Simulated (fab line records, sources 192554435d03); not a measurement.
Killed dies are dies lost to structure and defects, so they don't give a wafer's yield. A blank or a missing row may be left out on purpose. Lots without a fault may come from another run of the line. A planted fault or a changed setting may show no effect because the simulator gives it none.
Chamber matching | flow n5_finfet | N5_BEOL_M9_CURE_72 on uv_cure-01: 3 sister chambers
The step cures SiCOH lowk, time 120 s. 6 wafers are shown with their chamber, then 8 later ones without.

WAFERS WITH THEIR CHAMBER
wafer  | chamber | wafer_temp_C_max | lamp_power_pct (%)
L080.2 | 1       | 371.2            | 52.30
L080.6 | 1       | 371.3            | 52.44
L082.6 | 0       | 372.0            | 52.31
L088.3 | 2       | 372.7            | 52.32
L088.5 | 2       | 372.3            | 52.27
L089.2 | 0       | 371.3            | 52.37

WAFERS WITHOUT THEIR CHAMBER
wafer  | wafer_temp_C_max | lamp_power_pct (%)
L089.4 | 372.2            | 52.39
L089.6 | 371.9            | 52.33
L094.4 | 372.4            | 52.27
L094.5 | 372.5            | 52.38
L094.6 | 372.4            | 52.31
L096.1 | 371.6            | 52.47
L096.2 | 371.8            | 52.34
L096.3 | 371.4            | 52.38

WHICH CHAMBER EACH WENT THROUGH
wafer  | from the rows above          | in truth
L089.4 | can't be placed: 2 or 0 or 1 | 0
L089.6 | can't be placed: 0 or 2 or 1 | 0
L094.4 | 2                            | 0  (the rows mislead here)
L094.5 | can't be placed: 2 or 0      | 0
L094.6 | can't be placed: 2 or 0      | 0
L096.1 | can't be placed: 1 or 0 or 2 | 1
L096.2 | can't be placed: 0 or 1 or 2 | 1
L096.3 | can't be placed: 1 or 0      | 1
Placed correctly: 0 of 8. Can't be placed from these rows: 7 (the true chamber is among the candidates in 7). Placed wrongly: 1.
How it was worked out, from the rows above alone: a wafer's distance from a chamber is the root of the sum, over the readings, of the square of ((its reading less the chamber's mean) divided by the reading's scatter). The wafer belongs to the nearest chamber; if the next one is less than 2 further off, it can't be placed. A chamber's mean is the mean of its shown wafers. The scatter: the root of (the sum of the squares of (reading less its chamber's mean) over the shown wafers, divided by (wafers less chambers)).
